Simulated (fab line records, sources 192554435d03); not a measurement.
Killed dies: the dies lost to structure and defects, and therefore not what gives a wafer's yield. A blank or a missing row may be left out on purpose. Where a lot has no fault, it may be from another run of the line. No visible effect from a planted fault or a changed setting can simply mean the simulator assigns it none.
Matching of chambers | flow n5_finfet | N5_BEOL_M3_CO_CAP_55 on cvd_co-02: 3 sister chambers
The step material Co, precursor CCTBA/H2, target thk 2 nm, time 102.1 s. 6 wafers are shown with their chamber, then 6 later ones without.

== WAFERS WITH THEIR CHAMBER ==
wafer  | chamber | heater_power_w (W)
L346.6 | 0       | 268
L353.3 | 0       | 257
L359.6 | 1       | 245
L361.1 | 1       | 241
L361.2 | 2       | 236
L361.6 | 2       | 243

== WAFERS WITHOUT THEIR CHAMBER ==
wafer  | heater_power_w (W)
L363.2 | 246
L363.4 | 232
L363.5 | 243
L366.1 | 238
L366.2 | 242
L366.3 | 263

== CHAMBER TAKEN BY EACH ==
wafer  | from the rows above     | in truth
L363.2 | can't be placed: 1 or 2 | 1
L363.4 | can't be placed: 2 or 1 | 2
L363.5 | can't be placed: 1 or 2 | 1
L366.1 | can't be placed: 2 or 1 | 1
L366.2 | can't be placed: 1 or 2 | 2
L366.3 | 0                       | 0
Placed correctly: 1 of 6. Not placeable from these rows: 5 (in 5, the candidates include the true chamber). Wrongly placed: 0.
How it was worked out, from the rows above alone: a wafer's distance from a chamber is the root of the sum, over the readings, of the square of ((its reading less the chamber's mean) divided by the reading's scatter). The wafer belongs to the nearest chamber; if the next one is less than 2 further off, it can't be placed. The mean given for a chamber averages the wafers shown for that chamber. How the scatter is found: for the shown wafers, subtract from each reading the mean of its chamber, square and add these, divide the total by (wafers less chambers), then take the root.
